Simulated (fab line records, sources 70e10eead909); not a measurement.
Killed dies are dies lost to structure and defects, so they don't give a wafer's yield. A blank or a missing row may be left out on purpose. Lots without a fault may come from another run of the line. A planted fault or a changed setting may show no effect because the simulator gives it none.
Chamber matching | flow nand_harc | NHARC_A_BONDPAD_ETCH_34 on rie_diel-05: 4 sister chambers
The step etches the open film in N2/H2, target depth 60 nm, overetch 18 nm, time 65.91 s. 14 wafers are shown with their chamber, then 7 later ones without.

WAFERS WITH THEIR CHAMBER
wafer  | chamber | drypump_motor_current_A (A) | rf_vpp_V (V) | oes_product_au (a.u.)
L545.1 | 2       | 5.77                        | 425.6        | 1.013
L545.3 | 0       | 5.71                        | 432.8        | 0.997
L545.4 | 1       | 5.39                        | 425.3        | 1.022
L549.1 | 0       | 5.72                        | 431.9        | 0.992
L549.3 | 3       | 5.32                        | 429.6        | 1.006
L549.4 | 1       | 5.39                        | 425.7        | 1.028
L550.1 | 1       | 5.42                        | 425.9        | 1.016
L550.5 | 1       | 5.41                        | 427.4        | 1.015
L550.6 | 0       | 5.69                        | 431.1        | 0.980
L552.1 | 3       | 5.36                        | 429.7        | 0.997
L552.3 | 1       | 5.41                        | 425.8        | 1.014
L552.5 | 1       | 5.41                        | 425.5        | 1.021
L560.2 | 2       | 5.75                        | 425.8        | 0.994
L560.4 | 0       | 5.72                        | 432.4        | 0.977

SIGNATURES (means of the wafers above)
reading                 | chamber 0 | chamber 1 | chamber 2 | chamber 3 | scatter within a chamber
drypump_motor_current_A | 5.7100    | 5.4050    | 5.7600    | 5.3400    | 0.0153
rf_vpp_V                | 432.050   | 425.933   | 425.700   | 429.650   | 0.667
oes_product_au          | 0.98650   | 1.01933   | 1.00350   | 1.00150   | 0.00798
Rule: a wafer's distance from a chamber is the root of the sum, over the readings, of the square of ((its reading less the chamber's mean) divided by the reading's scatter). The wafer belongs to the nearest chamber; if the next one is less than 2 further off, it can't be placed. The scatter: the root of (the sum of the squares of (reading less its chamber's mean) over the shown wafers, divided by (wafers less chambers)).

WAFERS WITHOUT THEIR CHAMBER
wafer  | drypump_motor_current_A (A) | rf_vpp_V (V) | oes_product_au (a.u.)
L560.5 | 5.33                        | 428.7        | 0.991
L559.2 | 5.36                        | 429.9        | 0.989
L559.3 | 5.39                        | 427.6        | 1.012
L559.6 | 5.39                        | 426.2        | 1.023
L557.4 | 5.70                        | 430.5        | 0.985
L557.5 | 5.76                        | 432.2        | 0.975
L557.6 | 5.35                        | 430.7        | 0.992

WHICH CHAMBER EACH WENT THROUGH
wafer  | from the rows above     | in truth
L560.5 | 3                       | 3
L559.2 | 3                       | 3
L559.3 | can't be placed: 1 or 3 | 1
L559.6 | 1                       | 1
L557.4 | 0                       | 0
L557.5 | 0                       | 0
L557.6 | 3                       | 3
Placed correctly: 6 of 7. Can't be placed from these rows: 1 (the true chamber is among the candidates in 1). Placed wrongly: 0.
